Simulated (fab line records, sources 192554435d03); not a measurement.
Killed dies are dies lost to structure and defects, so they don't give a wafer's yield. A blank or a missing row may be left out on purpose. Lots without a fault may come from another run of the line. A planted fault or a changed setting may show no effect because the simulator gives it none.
One fault seen from 2 desks | flow n5_finfet | each desk has only its own numbers; what lay behind them comes last

THE TOOL OWNER'S DESK: rie_diel-01
The tool's own readings at N5_BEOL_M6_ETCH_62 (etches SOC in N2/H2, target depth 110 nm, overetch 22 nm, time 165 s): means of the sampled wafers that have a number, for each lot that ran on this tool. A lot is out of limits, marked OUT, if its mean lies more than 4 standard deviations from the usual mean; the brackets give that distance.
Columns: A = drypump_motor_current_A at N5_BEOL_M6_ETCH_62, usual 5.9 A; B = oes_product_au at N5_BEOL_M6_ETCH_62, usual 0.69 a.u.; C = rf_vpp_V at N5_BEOL_M6_ETCH_62, usual 524.8 V; D = showerhead_plenum_p_Torr at N5_BEOL_M6_ETCH_62, usual 2.58 Torr; E = throttle_valve_pct at N5_BEOL_M6_ETCH_62, usual 17.78 %
lot  | first seen here | A   | B    | C     | D    | E
L101 | day 13 07:56    | 6.2 | 0.68 | 523.7 | 2.56 | 17.83
This desk's finding: nothing out of limits on the one lot.

THE METROLOGY DESK
What the gauges read, lot by lot, whatever tool the lot ran on: means of the sampled wafers that have a number. A lot is out of limits, marked OUT, if its mean lies more than 4 standard deviations from the usual mean; the brackets give that distance.
Columns: A = M6_ILD_THK at N5_BEOL_M6_THK_MEAS_01, usual 155.1 nm; B = cd_nm at N5_BEOL_M6_CD_MEAS_18, usual 40.0 nm
lot  | first seen here | A     | B
L999 | day 12 15:24    | 157.2 | 42.1
L997 | day 12 20:26    | 153.9 | 40.4
L101 | day 13 05:17    | 153.8 | 41.4
L109 | day 15 04:40    | 156.2 | 39.4
L114 | day 16 01:13    | 156.8 | 39.8
L111 | day 16 07:29    | 158.5 | 40.2
L113 | day 16 15:02    | 154.5 | 40.4
L116 | day 17 07:56    | 155.6 | 40.5
L117 | day 17 15:22    | 153.2 | 40.3
L118 | day 17 16:13    | 154.9 | 40.6
L120 | day 18 08:52    | 156.0 | 40.5
This desk's finding: nothing out of limits on any of the 11 lots.

PUT TOGETHER
The tool owner's desk saw nothing out of limits.
The metrology desk saw nothing out of limits.

WHAT THE SIMULATOR HAD PUT IN
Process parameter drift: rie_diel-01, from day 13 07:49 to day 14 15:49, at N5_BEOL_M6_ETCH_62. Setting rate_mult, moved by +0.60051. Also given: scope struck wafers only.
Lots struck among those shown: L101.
